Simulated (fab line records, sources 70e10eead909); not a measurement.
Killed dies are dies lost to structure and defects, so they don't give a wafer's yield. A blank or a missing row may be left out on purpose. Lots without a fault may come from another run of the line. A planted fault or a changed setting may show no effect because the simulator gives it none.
A struck lot beside a sound one | flow nand_harc | 15 steps out of a route of 1159
Sound: wafers L778.2, L778.4, L778.6. Struck: wafer L785.6. (L785.1, L785.3 of the same lot were not struck and are left out.) The cause comes at the end.
At each step with rows: each side's tool, then ch and its chambers, then its first start. Under that, the readings that differ: sound wafers | struck wafers | difference of the means | sigmas: that difference in standard deviations of wafers without a fault.
alike: readings whose means differ by less than 2 such deviations, and words and numbers that are the same on both sides. not compared: withheld readings, readings that some wafer has no value for, bounds like >300 that may hide the same value, and numbers for which the record gives no deviation and whose values overlap.
The two part at a step that has a row with sigmas, a row that says differs or no value, or rows on one side only. Numbers that don't overlap but have no deviation are shown without sigmas and don't part them. A reading that every wafer of one side lacks parts them only if that side has two wafers or more.

first, 4 steps without rows for these wafers: NHARC_A_BONDPAD_EBR_05; NHARC_A_BONDPAD_EXPOSE_06 (exposes mask A BPAD); NHARC_A_BONDPAD_PEB_07 (peb time 80 s); NHARC_A_BONDPAD_DEVELOP_08 (time 50 s).
NHARC_A_BONDPAD_CD_MEAS_09: target cd 500 nm.
  sound on cd_sem-03 ch 0, day 19 17:19; struck on cd_sem-03 ch 0, day 22 19:16
  alike: cd_nm
NHARC_A_BONDPAD_OVL_MEAS_35:
  sound on overlay-01, day 19 17:25; struck on overlay-02, day 22 19:21
  reading           | sound    | struck | difference | sigmas
  overlay_x_nm (nm) | -1 -1 -1 | 10     | +11        | +2
  alike: overlay_y_nm
then, 1 step without rows for these wafers: NHARC_A_BONDPAD_HARDBAKE_10 (time 65 s).
NHARC_A_BONDPAD_DESCUM_11: chemistry O2, time 3 s.
  sound on rie_diel-06 ch 0,2, day 19 17:32; struck on rie_diel-07 ch 1, day 22 19:29
  reading                     | sound       | struck | difference | sigmas
  drypump_motor_current_A (A) | 5.4 5.0 5.0 | 6.2    | +1.1       | +2
  alike: oes_product_au, rf_vpp_V, showerhead_plenum_p_Torr, throttle_valve_pct
  not compared: rf_hours_counter_h
NHARC_A_BONDPAD_ETCH_34: etches the open film in N2/H2, target depth 60 nm, overetch 18 nm, time 65.91 s.
  sound on rie_diel-06 ch 0,2,3, day 19 17:38; struck on rie_diel-07 ch 1, day 22 19:35
  alike: drypump_motor_current_A, oes_product_au, rf_vpp_V, showerhead_plenum_p_Torr, throttle_valve_pct
  not compared: rf_hours_counter_h
NHARC_A_BONDPAD_ETCH_12: etches the open film in CHF3/O2, target depth 220 nm, time 110 s.
  sound on rie_diel-06 ch 1,2,3; struck on rie_diel-07 ch 3
  alike: drypump_motor_current_A, oes_product_au, rf_vpp_V, showerhead_plenum_p_Torr, throttle_valve_pct
  not compared: rf_hours_counter_h
NHARC_A_BONDPAD_CD_MEAS_13:
  sound on cd_sem-03, day 19 17:52; struck on cd_sem-03, day 22 19:50
  alike: cd_nm
NHARC_A_BONDPAD_STRIP_15: strips in O2.
  sound on rie_diel-06 ch 1,2, day 19 17:56; struck on rie_diel-06 ch 0, day 22 19:55
  alike: drypump_motor_current_A, oes_product_au, rf_vpp_V, showerhead_plenum_p_Torr, throttle_valve_pct
  not compared: rf_hours_counter_h
NHARC_A_BONDPAD_ETCH_24: etches the open film in CF4/N2, target depth 30 nm, time 72.99 s.
  sound on rie_diel-06 ch 1,2, day 19 18:05; struck on rie_diel-06 ch 3, day 22 20:04
  reading               | sound             | struck | difference | sigmas
  oes_product_au (a.u.) | 1.020 1.015 0.999 | 0.875  | -0.136     | -14
  alike: drypump_motor_current_A, rf_vpp_V, showerhead_plenum_p_Torr, throttle_valve_pct
  not compared: rf_hours_counter_h
then, 1 step without rows for these wafers: NHARC_A_BONDPAD_STRIP_16 (strips in post etch residue remover, time 600 s).
NHARC_END_SORT_01:
  the record has rows for the sound wafers here (prober-02 ch 0, day 21 02:44) and none for the struck ones

WHERE THEY PART
First at NHARC_A_BONDPAD_OVL_MEAS_35; last, within this record, at NHARC_END_SORT_01.

WHY: what the simulator had put in
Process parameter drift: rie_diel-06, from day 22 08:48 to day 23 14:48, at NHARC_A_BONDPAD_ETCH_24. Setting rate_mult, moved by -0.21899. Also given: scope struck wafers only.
